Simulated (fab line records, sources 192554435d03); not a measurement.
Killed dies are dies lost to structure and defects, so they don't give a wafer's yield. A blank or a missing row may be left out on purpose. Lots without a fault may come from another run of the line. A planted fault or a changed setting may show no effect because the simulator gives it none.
Chamber matching | flow n5_finfet | N5_BEOL_M1_STRIP_36 on rie_diel-05: 4 sister chambers
The step strips in N2/H2. 16 wafers are shown with their chamber, then 8 later ones without.

WAFERS WITH THEIR CHAMBER
wafer  | chamber | showerhead_plenum_p_Torr (Torr) | drypump_motor_current_A (A) | throttle_valve_pct (%)
L076.1 | 3       | 2.53                            | 5.2                         | 23.37
L076.4 | 1       | 2.63                            | 5.6                         | 24.01
L076.5 | 2       | 2.67                            | 6.0                         | 24.17
L079.1 | 3       | 2.52                            | 5.1                         | 23.40
L079.4 | 2       | 2.66                            | 6.0                         | 24.15
L079.6 | 0       | 2.48                            | 5.8                         | 23.97
L084.1 | 2       | 2.66                            | 6.0                         | 24.16
L084.4 | 3       | 2.52                            | 5.2                         | 23.44
L084.6 | 1       | 2.62                            | 5.6                         | 24.00
L086.1 | 3       | 2.52                            | 5.2                         | 23.44
L086.5 | 1       | 2.62                            | 5.6                         | 24.04
L086.6 | 0       | 2.48                            | 5.8                         | 23.74
L087.1 | 3       | 2.52                            | 5.2                         | 23.43
L087.2 | 2       | 2.66                            | 6.0                         | 24.18
L087.5 | 0       | 2.48                            | 5.8                         | 23.74
L088.1 | 0       | 2.48                            | 5.9                         | 23.75

SIGNATURES (means of the wafers above)
reading                  | chamber 0 | chamber 1 | chamber 2 | chamber 3 | scatter within a chamber
showerhead_plenum_p_Torr | 2.4800    | 2.6233    | 2.6625    | 2.5220    | 0.0043
drypump_motor_current_A  | 5.825     | 5.600     | 6.000     | 5.180     | 0.0359
throttle_valve_pct       | 23.8000   | 24.0167   | 24.1650   | 23.4160   | 0.0603
Rule: a wafer's distance from a chamber is the root of the sum, over the readings, of the square of ((its reading less the chamber's mean) divided by the reading's scatter). The wafer belongs to the nearest chamber; if the next one is less than 2 further off, it can't be placed. The scatter: the root of (the sum of the squares of (reading less its chamber's mean) over the shown wafers, divided by (wafers less chambers)).

WAFERS WITHOUT THEIR CHAMBER
wafer  | showerhead_plenum_p_Torr (Torr) | drypump_motor_current_A (A) | throttle_valve_pct (%)
L088.3 | 2.62                            | 5.6                         | 24.03
L088.6 | 2.48                            | 5.8                         | 23.74
L091.1 | 2.51                            | 5.1                         | 23.44
L091.2 | 2.62                            | 5.6                         | 24.06
L091.6 | 2.51                            | 5.2                         | 23.41
L097.2 | 2.47                            | 5.8                         | 23.78
L097.3 | 2.51                            | 5.2                         | 23.50
L097.6 | 2.65                            | 6.0                         | 24.19

WHICH CHAMBER EACH WENT THROUGH
wafer  | from the rows above | in truth
L088.3 | 1                   | 1
L088.6 | 0                   | 0
L091.1 | 3                   | 3
L091.2 | 1                   | 1
L091.6 | 3                   | 3
L097.2 | 0                   | 0
L097.3 | 3                   | 3
L097.6 | 2                   | 2
Placed correctly: 8 of 8. Can't be placed from these rows: 0. Placed wrongly: 0.
